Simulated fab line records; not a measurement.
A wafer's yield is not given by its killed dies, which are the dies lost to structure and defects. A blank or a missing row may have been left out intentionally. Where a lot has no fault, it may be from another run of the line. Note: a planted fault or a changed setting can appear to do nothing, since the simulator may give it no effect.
What tool caused it? | flow nand_harc | 39 wafers from 13 lots sampled at 6 of the route's 1302 steps

## WHAT EACH GAUGE READ, for each wafer
NHARC_P_ZERO_WELL_CD_MEAS_52 targets a cd of 2000 nm.
lot  | measured    | on        | cd_nm (nm)
L561 | day 2 01:31 | cd_sem-02 | 1996.2 1998.8 2000.0
L562 | day 2 12:31 | cd_sem-02 | 1998.5 1998.9 2001.5
L564 | day 3 07:48 | cd_sem-03 | 1999.0 1996.5 1995.8
L566 | day 4 03:52 | cd_sem-03 | 2003.4 2001.6 1999.4
L567 | day 4 13:41 | cd_sem-03 | 1998.3 2000.2 1999.0
L568 | day 5 00:13 | cd_sem-01 | 1998.7 1998.0 1998.3
L569 | day 5 09:53 | cd_sem-02 | 2001.0 2000.5 2001.1
L570 | day 5 19:37 | cd_sem-03 | 1999.2 1997.9 2000.5
L571 | day 6 05:53 | cd_sem-01 | 1997.4 1996.5 2000.8
L572 | day 6 15:44 | cd_sem-03 | 2001.0 1998.2 1999.5
L573 | day 7 01:47 | cd_sem-03 | 1998.6 1997.8 1998.8
L574 | day 7 11:29 | cd_sem-01 | 2001.7 2000.1 2003.9
L578 | day 9 03:45 | cd_sem-02 | 1682.2 1684.0 1686.2

NHARC_P_GATE_CD_MEAS_33.
lot  | measured     | on        | cd_nm (nm)
L561 | day 5 00:17  | cd_sem-02 | 114.7 117.7 119.6
L562 | day 5 16:20  | cd_sem-03 | 116.6 116.5 119.2
L564 | day 6 11:14  | cd_sem-03 | 118.1 117.1 120.3
L566 | day 7 09:15  | cd_sem-03 | 118.9 120.1 117.7
L567 | day 7 11:22  | cd_sem-01 | 122.4 121.4 125.7
L568 | day 8 02:25  | cd_sem-03 | 123.8 120.1 124.1
L569 | day 8 09:05  | cd_sem-03 | 116.9 119.9 119.2
L570 | day 9 00:13  | cd_sem-03 | 115.3 117.5 120.1
L571 | day 9 10:26  | cd_sem-02 | 120.4 122.0 124.5
L572 | day 9 18:25  | cd_sem-01 | 120.5 120.1 119.4
L573 | day 10 00:10 | cd_sem-02 | 123.2 117.7 118.8
L574 | day 10 12:02 | cd_sem-01 | 119.8 126.1 124.6
L578 | day 12 15:23 | cd_sem-01 | 124.4 122.0 121.0

NHARC_P_GATE_CD_MEAS_46 targets a cd of 720 nm.
lot  | measured     | on        | cd_nm (nm)
L561 | day 5 11:07  | cd_sem-03 | 718.5 718.6 717.1
L562 | day 6 03:23  | cd_sem-03 | 717.8 714.4 715.5
L564 | day 6 22:17  | cd_sem-02 | 721.4 721.4 721.7
L566 | day 7 22:29  | cd_sem-02 | 714.5 716.4 717.7
L567 | day 7 22:19  | cd_sem-03 | 721.9 722.5 720.8
L568 | day 8 15:28  | cd_sem-03 | 720.6 720.1 721.5
L569 | day 8 19:59  | cd_sem-03 | 715.8 719.0 718.4
L570 | day 9 11:16  | cd_sem-03 | 718.8 718.5 718.2
L571 | day 9 21:29  | cd_sem-03 | 719.2 718.3 719.9
L572 | day 10 05:24 | cd_sem-03 | 720.8 721.3 719.7
L573 | day 10 11:05 | cd_sem-01 | 720.2 719.2 720.6
L574 | day 10 22:50 | cd_sem-01 | 717.8 717.9 716.4
L578 | day 13 04:20 | cd_sem-02 | 719.2 720.6 717.4

NHARC_END_SORT_01.
lot  | measured     | on        | killed_at_array | killed_at_other | killed_at_periphery | killed_dies | killed_open | killed_short
L578 | day 32 13:10 | prober-01 | 76 90 77        | 0 0 0           | 175 158 172         | 251 248 249 | 6 2 1       | 2 5 2

## WHICH TOOL RAN EACH LOT (tool, then ch and the chambers of the sampled wafers, then the start)
lot  | NHARC_P_ZERO_WELL_EXPOSE_49      | NHARC_P_ZERO_WELL_DESCUM_54
L561 | krf_scanner-04 ch 0, day 2 01:22 | rie_diel-04 ch 1,2, day 2 01:41
L562 | krf_scanner-03 ch 0, day 2 12:22 | rie_diel-07 ch 0,2,3, day 2 12:41
L564 | krf_scanner-01 ch 0, day 3 07:38 | rie_diel-07 ch 0,2,3, day 3 07:58
L566 | krf_scanner-03 ch 0, day 4 03:43 | rie_diel-04 ch 0,1, day 4 04:02
L567 | krf_scanner-04 ch 0, day 4 13:32 | rie_diel-07 ch 1,2, day 4 13:55
L568 | krf_scanner-03 ch 0, day 5 00:03 | rie_diel-07 ch 0,1,2, day 5 00:23
L569 | krf_scanner-03 ch 0, day 5 09:44 | rie_diel-04 ch 0,2,3, day 5 10:03
L570 | krf_scanner-03 ch 0, day 5 19:28 | rie_diel-07 ch 1,3, day 5 19:47
L571 | krf_scanner-01 ch 0, day 6 05:44 | rie_diel-01 ch 1,3, day 6 06:04
L572 | krf_scanner-03 ch 0, day 6 15:35 | rie_diel-07 ch 0,3, day 6 15:54
L573 | krf_scanner-04 ch 0, day 7 01:37 | rie_diel-04 ch 0,2,3, day 7 01:57
L574 | krf_scanner-04 ch 0, day 7 11:20 | rie_diel-07 ch 2,3, day 7 11:40
L578 | krf_scanner-03 ch 0, day 9 03:35 | rie_diel-01 ch 1,2, day 9 03:55
- NHARC_P_ZERO_WELL_EXPOSE_49: exposes mask P HVPW, target cd 2000 nm.
- NHARC_P_ZERO_WELL_DESCUM_54: chemistry O2, time 3 s.

## WHAT THE TOOLS THEMSELVES READ (means of the sampled wafers that have a number; where no wafer has one, the mark that the record gives instead)
NHARC_P_ZERO_WELL_DESCUM_54.
lot  | tool        | drypump_motor_current_A (A) | oes_product_au (a.u.) | rf_vpp_V (V) | showerhead_plenum_p_Torr (Torr) | throttle_valve_pct (%)
L561 | rie_diel-04 | 5.6                         | 1.000                 | 57.9         | 2.01                            | 11.309
L562 | rie_diel-07 | 5.2                         | 0.995                 | 57.3         | 1.89                            | 11.299
L564 | rie_diel-07 | 5.2                         | 1.006                 | 57.5         | 1.89                            | 11.298
L566 | rie_diel-04 | 5.6                         | 0.998                 | 59.2         | 2.06                            | 11.304
L567 | rie_diel-07 | 5.6                         | 1.001                 | 57.9         | 1.80                            | 11.306
L568 | rie_diel-07 | 5.4                         | 1.008                 | 57.5         | 1.88                            | 11.314
L569 | rie_diel-04 | 5.7                         | 0.998                 | 58.0         | 2.01                            | 11.308
L570 | rie_diel-07 | 5.7                         | 1.005                 | 56.9         | 1.76                            | 11.308
L571 | rie_diel-01 | 6.3                         | 0.996                 | 57.5         | 1.89                            | 11.323
L572 | rie_diel-07 | 5.3                         | 0.994                 | 58.2         | 2.05                            | 11.315
L573 | rie_diel-04 | 5.7                         | 0.997                 | 58.2         | 2.00                            | 11.310
L574 | rie_diel-07 | 5.3                         | 0.995                 | 57.9         | 2.00                            | 11.310
L578 | rie_diel-01 | 6.0                         | 0.985                 | 58.4         | 1.85                            | 11.314

## THE ANSWER, worked out from the rows above alone
Rule: the lots themselves supply what counts as usual. The widest of any qualifying gaps counts: lots, ordered by their means at a reading, are off when they make up no more than a third of the lots, leave a main group of 4 or more, and stand apart from it by 3 or more times the standard deviation of that group's means. A main group whose means are all the same, to the digits that the tables above print for the reading, isn't used. A lot without any number at a reading at which 4 lots or more have one is off too. All remaining lots with rows at the step are treated as sound. After the gauges, taken in route order, come the tools' own readings; for these a lot's mean is taken, as printed above. The first step at which some lot is off is used, and at that step the reading that is off furthest; a lot without a number counts as furthest.
Off: L578 (NHARC_P_ZERO_WELL_CD_MEAS_52, cd_nm). The main group: mean 1999.3 nm, standard deviation 1.4.
A tool fits if, at a process step before that reading, it ran every lot that is off, and no sound lot after the first of them. Those tools and the gauges at NHARC_P_ZERO_WELL_CD_MEAS_52 are tried in the same way. Can't be told from this: 2 tools fit, krf_scanner-03 at NHARC_P_ZERO_WELL_EXPOSE_49, cd_sem-02 at NHARC_P_ZERO_WELL_CD_MEAS_52.

## WHAT WAS PUT IN BY THE SIMULATOR
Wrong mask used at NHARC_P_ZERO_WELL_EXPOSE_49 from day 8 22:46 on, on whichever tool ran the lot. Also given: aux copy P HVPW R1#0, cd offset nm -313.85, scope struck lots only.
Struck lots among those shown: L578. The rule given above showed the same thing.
